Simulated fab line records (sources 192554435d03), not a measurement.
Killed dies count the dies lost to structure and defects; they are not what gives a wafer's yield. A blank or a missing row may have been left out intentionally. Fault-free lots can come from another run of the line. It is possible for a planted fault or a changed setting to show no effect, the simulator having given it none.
fab line records | flow n5Finfet
[record] lots = 7 wafers = 21
route steps=1938 shown MIM_BOT_ETCH@1867 TV_LITHO@1879 PASSIVATION@1930
startH: start of the lot's first displayed wafer, in hours after the record's first day | waitH: how many hours have passed since the lot's step before this one | " the same as in the row above | L1.1+2: a row that stands for several wafers | - no value present, or no start provided | * or withheld: withheld | < > ~ a bound
route shown NAME@n: a module of which the file shows steps, and the number in the route of the first | usual: mean and standard deviation over wafers with no fault | same: alike in all rows | chamber/n: place in a boat | sites: the reading at each site | _std_site: their standard deviation | _edge_site: outer sites' mean less inner sites' | radiusMm: for every site, how far away it sits from the centre of the wafer | mask NAME#n: copy n | behind: the last tool/chamber to shape the wafer | hold: cause of the lot's hold/its duration in hours/its outcome | device: whichever transistor did not switch (one of n, p or np) | end of line: at the end of the route, the tests of the same wafers | for a step that has no rows: nothing shown but its recipe | killed: count of dies lost to structure and defects at first sort (not the wafer's yield) | map: shows each die of a wafer: x if killed, . if not, _ if none is there
set.NAME: setting as actually run; set.NAME@STEP: the setting as run at that earlier step | model.NAME: the simulator's own value behind a step, which no gauge read
one table per step and one row per wafer, for lots whose settings were changed on purpose
[[steps]]
[step N5_MIM_BOT_ETCH_ETCH_03]
[recipe] chemistry = Cl2/BCl3 targetDepthA = 120 pressureMtorr = 8 icpW = 800 biasW = 100 Cl2_flow_sccm = 20 bcl3FlowSccm = 80
// columns lot.wafer tool chamber startH waitH set.icpW model.etch.depthNm model.MIM_BOT_ETCH.cdOffsetNm
L074.2 rieMetal-01 1 293.91 0.1 800 12.27 0.6
L074.4 " 1 " " 910.9 13.62 -0.4
L074.5 " 1 " " 910.9 13.66 -0.2
L077.2 rieMetal-03 1 309.33 0.1 800 11.94 -0.2
L077.4 " 0 " " 658.5 10.2 1.2
L077.6 " 1 " " 658.5 10.14 1
L076.1 rieMetal-02 0 310.58 0.1 752.3 11.33 0.6
L076.2 " 1 " " 752.3 11.36 0.6
L076.6 " 0 " " 800 11.9 0.4
L083.1 rieMetal-02 0 337.81 0.1 800 11.92 0.2
L083.3 " 1 " " 800 11.98 0
L083.4 " 0 " " 800 11.91 0
L082.2 rieMetal-01 0 338.00 0.1 800 12.11 0.2
L082.3 " 0 " " 800 11.99 -0.2
L082.4 " 1 " " 800 12.13 0.2
L090.1 rieMetal-01 0 402.21 0.1 800 12.18 0.4
L090.2 " 1 " " 800 12.03 0.2
L090.6 " 1 " " 800 12.16 0.2
L095.1 rieMetal-01 0 408.27 0.1 800 12.03 0.4
L095.4 " 1 " " 800 12.07 0.4
L095.6 " 1 " " 800 12.18 0.4
[step N5_MIM_BOT_ETCH_ETCH_00]
[recipe] chemistry = Cl2/BCl3 target = TiN targetDepthA = 455 ionEnergyEv = 150 pressureMtorr = 10 icpW = 1000 biasW = 126 Cl2_flow_sccm = 53.25 bcl3FlowSccm = 21.75 Ar_flow_sccm = 25
// columns lot.wafer tool chamber startH waitH set.icpW@MIM_BOT_ETCH_ETCH_03 model.MIM_BOT_ETCH.cdOffsetNm
L074.2 rieMetal-01 1 294.00 0.1 800 0.6
L074.4 " 1 " " 910.9 -0.6
L074.5 " 1 " " 910.9 -0.4
L077.2 rieMetal-03 1 309.42 0.1 800 0
L077.4+6 " 0,1 " " 658.5 1.2
L076.1 rieMetal-02 0 310.67 0.1 752.3 0.4
L076.2 " 1 " " 752.3 0.6
L076.6 " 0 " " 800 0.2
L083.1+3+4 rieMetal-02 0,1,0 337.90 0.1 800 0
L082.2 rieMetal-01 0 338.09 0.1 800 0.2
L082.3+4 " 0,1 " " 800 0
L090.1+6 rieMetal-01 0,1 402.30 0.1 800 0.2
L090.2 " 1 " " 800 0
L095.1 rieMetal-01 0 408.36 0.1 800 0.4
L095.4+6 " 1 " " 800 0.2
[step N5_PASSIVATION_EXPOSE_07]
[recipe] maskId = TV na = 0.55 sourceShape = conventional sigmaOuter = 0.8 polarization = unpolarized defocusNm = 0 targetCdNm = 3000 doseMj = 22.75
// columns lot.wafer tool chamber startH waitH mask set.doseMj
L074.2+4+5 krfScanner-02 0 295.48 - TV#0 22.75
L077.2+6 krfScanner-01 0 311.18 - TV#0 23.49
L077.4 " 0 " " TV#0 22.75
L076.1+2 krfScanner-02 0 311.83 - TV#0 22.75
L076.6 " 0 " " TV#0 23.77
L083.1+3 krfScanner-02 0 340.44 - TV#0 21.39
L083.4 " 0 " " TV#0 22.75
L082.2+3+4 krfScanner-02 0 340.83 - TV#0 22.75
L090.1+2+6 krfScanner-02 0 406.34 - TV#0 22.75
L095.1+4+6 krfScanner-02 0 412.69 - TV#0 22.75
[step N5_PASSIVATION_PEB_08]
[recipe] pebTempC = withheld pebTimeS = *
[step N5_PASSIVATION_DEVELOP_09]
[recipe] developTimeS = 60 rinseLiquid = diw dry = airSpin devTempC = 21
[step N5_PASSIVATION_HARDBAKE_11]
[recipe] tempC = 130 timeS = 120
[step N5_PASSIVATION_CD_MEAS_10]
[recipe] targetCdNm = 3000 landingEnergyEv = 500 detector = seInlens
[usual] cdNm = 2999.7/1.7
// columns lot.wafer tool chamber startH waitH set.doseMj@PASSIVATION_EXPOSE_07 cdNm
L074.2 cdSem-03 0 295.65 - 22.75 3000.2
L074.4 " 0 " " 22.75 2999.6
L074.5 " 0 " " 22.75 3001.6
L077.2 cdSem-01 0 311.35 - 23.49 3009.4
L077.4 " 0 " " 22.75 3001.5
L077.6 " 0 " " 23.49 3008.5
L076.1 cdSem-03 0 312.00 - 22.75 3003.6
L076.2 " 0 " " 22.75 3000.2
L076.6 " 0 " " 23.77 3012.4
L083.1 cdSem-01 0 340.61 - 21.39 2990.1
L083.3 " 0 " " 21.39 2987.8
L083.4 " 0 " " 22.75 3000.7
L082.2 cdSem-02 0 341.00 - 22.75 2998.0
L082.3 " 0 " " 22.75 2998.9
L082.4 " 0 " " 22.75 2998.8
L090.1 cdSem-01 0 406.52 - 22.75 2997.7
L090.2 " 0 " " 22.75 2997.3
L090.6 " 0 " " 22.75 2997.3
L095.1 cdSem-03 0 412.86 - 22.75 2998.1
L095.4 " 0 " " 22.75 3000.7
L095.6 " 0 " " 22.75 2997.6
[step N5_PASSIVATION_ETCH_54]
[recipe] chemistry = CHF3/O2 target = SiO2 targetDepthA = 8800 CHF3_flow_sccm = 50 O2_flow_sccm = 5 Ar_flow_sccm = 200 timeS = 440 maskMaterial = PR pressureMtorr = 30 sourceW = 650 biasW = 170 ionEnergyEv = 200
// columns lot.wafer tool chamber startH waitH set.timeS model.etch.depthNm model.PASSIVATION.featureDepthNm
L074.2 rieDiel-01 2 300.05 0.1 440 895.6 895.6
L074.4 " 3 " " 440 871.4 871.4
L074.5 " 2 " " 385.8 779.5 779.4
L077.2 rieDiel-03 3 315.65 0.1 440 884.2 884.2
L077.4 " 0 " " 440 871.7 871.8
L077.6 " 3 " " 440 881.8 881.8
L076.1 rieDiel-01 3 315.83 0.1 529.6 1046 1046
L076.2 " 0 " " 440 886.7 886.8
L076.6 " 1 " " 440 871.9 872
L083.1 rieDiel-01 1 344.72 0.1 440 883.2 883.2
L083.3 " 2 " " 474.6 962.3 962.4
L083.4 " 0 " " 440 895.8 895.8
L082.2 rieDiel-02 2 345.43 0.1 440 877.3 877.2
L082.3 " 0 " " 440 881.8 881.8
L082.4 " 3 " " 440 877.9 877.8
L090.1 rieDiel-03 1 411.02 0.1 440 881.6 881.6
L090.2 " 2 " " 440 872.4 872.4
L090.6 " 1 " " 440 879 879
L095.1 rieDiel-02 3 416.96 0.1 440 879.9 879.8
L095.4 " 0 " " 440 883.2 883.2
L095.6 " 1 " " 440 883.4 883.4
[[key]]
[split] step = N5_MIM_BOT_ETCH_ETCH_03 setting = icpW stated = 800 by = wafer
[response] step = N5_MIM_BOT_ETCH_ETCH_03 reading = model.etch.depthNm change = +0.099 per = 1% r = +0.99
[response] step = N5_MIM_BOT_ETCH_ETCH_03 reading = model.MIM_BOT_ETCH.cdOffsetNm change = -0.0678 per = 1% r = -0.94
[response] step = N5_MIM_BOT_ETCH_ETCH_00 reading = model.MIM_BOT_ETCH.cdOffsetNm change = -0.0708 per = 1% r = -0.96
[split] step = N5_PASSIVATION_EXPOSE_07 setting = doseMj stated = 22.75 by = wafer
[response] step = N5_PASSIVATION_CD_MEAS_10 reading = cdNm change = +2.13 per = 1% r = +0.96
[split] step = N5_PASSIVATION_ETCH_54 setting = timeS stated = 440 by = wafer
[response] step = N5_PASSIVATION_ETCH_54 reading = model.etch.depthNm change = +8.36 per = 1% r = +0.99
[response] step = N5_PASSIVATION_ETCH_54 reading = model.PASSIVATION.featureDepthNm change = +8.35 per = 1% r = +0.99
